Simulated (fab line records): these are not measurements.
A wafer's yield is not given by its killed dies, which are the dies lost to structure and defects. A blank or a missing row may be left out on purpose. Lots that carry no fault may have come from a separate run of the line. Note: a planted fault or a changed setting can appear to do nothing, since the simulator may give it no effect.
Split-lot experiment -- flow n5 finfet -- on a route of 1938 steps: 7 lots, 21 wafers read

## THE SPLIT ITSELF
At N5_HKMG_FIN_ETCH_55 (etches SOC in N2/H2, target depth 240 nm, time 300 s), the setting bias w was moved away from the recipe's 150 W on 3 of the 21 wafers read, by -9.9% to +14.8%. For the rest of the wafers, this setting stayed at what the recipe calls for.

The reading is taken at the split's own step.

## THE READING
rf vpp V, in V, at N5_HKMG_FIN_ETCH_55 (etches SOC in N2/H2, target depth 240 nm, time 300 s). Fault-free wafers of this fab line usually give 523.3 V, standard deviation 2.3 V.

wafer,"tool, chamber at the split","bias w as run, W",against the recipe,"rf vpp V, V",against lot-mates on the recipe
L076.2,"rie diel-04, 1",172.2,+14.8%,569.2,+45.0
L076.4,"rie diel-04, 0",150,recipe,523.2,-
L076.6,"rie diel-04, 3",150,recipe,525.3,-
L083.1,"rie diel-05, 1",150,recipe,520.0,-
L083.4,"rie diel-05, 1",150,recipe,521.8,-
L083.5,"rie diel-05, 2",150,recipe,525.8,-
L085.1,"rie diel-04, 3",150,recipe,526.8,-
L085.5,"rie diel-04, 3",150,recipe,526.7,-
L085.6,"rie diel-04, 2",150,recipe,520.0,-
L086.2,"rie diel-05, 1",150,recipe,519.2,-
L086.3,"rie diel-05, 3",150,recipe,519.5,-
L086.6,"rie diel-05, 3",150,recipe,520.0,-
L088.2,"rie diel-04, 0",150,recipe,522.1,-
L088.3,"rie diel-04, 3",150,recipe,525.0,-
L088.4,"rie diel-04, 0",150,recipe,522.3,-
L089.2,"rie diel-01, 0",150,recipe,523.2,-
L089.4,"rie diel-01, 3",150,recipe,524.5,-
L089.6,"rie diel-01, 1",150,recipe,526.1,-
L096.1,"rie diel-01, 0",135.2,-9.9%,489.4,-35.8
L096.2,"rie diel-01, 1",135.2,-9.9%,492.8,-32.4
L096.6,"rie diel-01, 1",150,recipe,525.2,-

FIT RESULTS
A straight line over all 21 wafers: rf vpp V changes by +3.17 V for each +1% of bias w; r = +0.99; the points scatter about the line by 2.6 V.
The same after taking each lot's own level away (the mean of its wafers on the recipe; 21 wafers): +3.23 V for each +1%; r = +0.99; scatter 2.1 V.
According to that fit, moving bias w by its largest amount changes the reading by 48 V.
The span of the lots' own levels, 519.57 to 525.20 V, comes to 2.4 times the standard deviation stated above.
The two slopes agree, so the slope changes little with the lot-to-lot level.
Check: with one of the wafers moved furthest among these (+14.8%) left out of the fit, the line predicts +51.1 V for it against its lot-mates. Against them it came out at +45 V.
Tool readings at the split's step, against how far the setting was moved: rf vpp V r = +0.99.

## ADDITIONAL SPLITS CARRIED BY THESE WAFERS
Other splits were also applied to these wafers ahead of the reading. Each is held against what the fit with the lots' levels taken away leaves over:
other split on the same wafers,wafers away from the commonest value,r with rf vpp V (lot level and that fit taken away)
N5_ZERO_LAYER_EXPOSE_08 dose mj,7,-0.22
N5_WELL_APT_COAT_02 spin rpm,3,-0.28
N5_DUMMY_GATE_CVD_03 temp c,15,-0.10
N5_SD_EPI_N_COAT_33 spin rpm,5,-0.32
N5_SD_EPI_N_DEVELOP_08 develop time s,5,+0.02
N5_SD_EPI_P_EPI_21 time s,6,-0.08
N5_SD_ACTIVATION_LSA_01 temp c,9,+0.06

## FILE'S OWN FIT
rf vpp V changes by +3.17 V for each +1% of bias w, r = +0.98.
